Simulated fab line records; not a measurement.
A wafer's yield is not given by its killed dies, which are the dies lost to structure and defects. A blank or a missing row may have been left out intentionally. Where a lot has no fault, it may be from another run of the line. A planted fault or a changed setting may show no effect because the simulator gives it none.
Split-lot study    flow n5 finfet    7 lots, 21 wafers read, on a route of 1938 steps

THE SPLIT ITSELF
At N5_PMOS_HMC_CHANNEL_EPI_HM_DEP_34 (deposits SiO2 from TEOS/O2, target thk 36 nm, time 6.9 s), the setting time s was moved away from the recipe's 6.9 s on 7 of the 21 wafers read, by -8.9% to +14.1%. All remaining wafers had this setting at the recipe value.

The reading comes from the split's own step.

THE READING
SiO2_of_PMOS_HMC_CHANNEL_EPI_HM_DEP_34.thk nm (the simulator's own value, which no gauge read), in nm, at N5_PMOS_HMC_CHANNEL_EPI_HM_DEP_34 (deposits SiO2 from TEOS/O2, target thk 36 nm, time 6.9 s). The file does not state a usual value for it. Across the 14 wafers here that went through the recipe, the average is 35.64 nm and the standard deviation 0.35 nm.

wafer   tool, chamber at the split  time s as run, s  against the recipe  SiO2_of_PMOS_HMC_CHANNEL_EPI_HM_DEP_34.thk nm, nm  against lot-mates on the recipe
L074.1  pecvd-02, 0                 7.875             +14.1%              41.38                                              +5.22
L074.2  pecvd-02, 1                 7.875             +14.1%              40.68                                              +4.52
L074.3  pecvd-02, 2                 6.9               recipe              36.16                                              -
L077.3  pecvd-03, 0                 6.288             -8.9%               32.11                                              -3.43
L077.4  pecvd-03, 1                 6.288             -8.9%               32.39                                              -3.15
L077.5  pecvd-03, 0                 6.9               recipe              35.54                                              -
L078.1  pecvd-02, 1                 6.9               recipe              35.9                                               -
L078.3  pecvd-02, 0                 6.9               recipe              36.05                                              -
L078.5  pecvd-02, 2                 7.209             +4.5%               37.56                                              +1.59
L080.1  pecvd-04, 0                 6.9               recipe              35.3                                               -
L080.2  pecvd-04, 1                 6.9               recipe              35.53                                              -
L080.3  pecvd-04, 2                 6.9               recipe              35.58                                              -
L084.4  pecvd-03, 0                 6.9               recipe              35.8                                               -
L084.5  pecvd-03, 2                 7.846             +13.7%              40.61                                              +4.81
L084.6  pecvd-03, 1                 7.846             +13.7%              41.05                                              +5.25
L088.1  pecvd-02, 2                 6.9               recipe              35.45                                              -
L088.2  pecvd-02, 0                 6.9               recipe              35.69                                              -
L088.5  pecvd-02, 0                 6.9               recipe              36.06                                              -
L096.2  pecvd-04, 0                 6.9               recipe              34.87                                              -
L096.3  pecvd-04, 2                 6.9               recipe              35.19                                              -
L096.6  pecvd-04, 2                 6.9               recipe              35.82                                              -

FIT RESULTS
A straight line over all 21 wafers: SiO2_of_PMOS_HMC_CHANNEL_EPI_HM_DEP_34.thk nm changes by +0.381 nm for each +1% of time s; r = +0.99; the points scatter about the line by 0.34 nm.
The same after taking each lot's own level away (the mean of its wafers on the recipe; 21 wafers): +0.359 nm for each +1%; r = +0.99; scatter 0.25 nm.
The reading moves by 5.1 nm for the largest change in time s, on that fit.
The lots' own levels span 35.293 to 36.160 nm, that is 2.5 times the standard deviation above.
So the lot-to-lot level changes the slope little: the two slopes agree.
Check: +5 nm against its lot-mates is what the line predicts for one of the wafers moved furthest among these (+14.1%) when that wafer is left out of the fit. It came out at +5.22 nm against them.

OTHER SPLITS APPLIED TO THESE WAFERS
These wafers also went through other splits before the reading. Each is held against what the fit with the lots' levels taken away leaves over:
other split on the same wafers   wafers away from the commonest value  r with SiO2_of_PMOS_HMC_CHANNEL_EPI_HM_DEP_34.thk nm (lot level and that fit taken away)
N5_ZERO_LAYER_EXPOSE_08 dose mj  5                                     +0.16
N5_ZERO_LAYER_DESCUM_16 time s   7                                     +0.22

FILE'S OWN FIT
SiO2_of_PMOS_HMC_CHANNEL_EPI_HM_DEP_34.thk nm changes by +0.358 nm for each +1% of time s, r = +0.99.
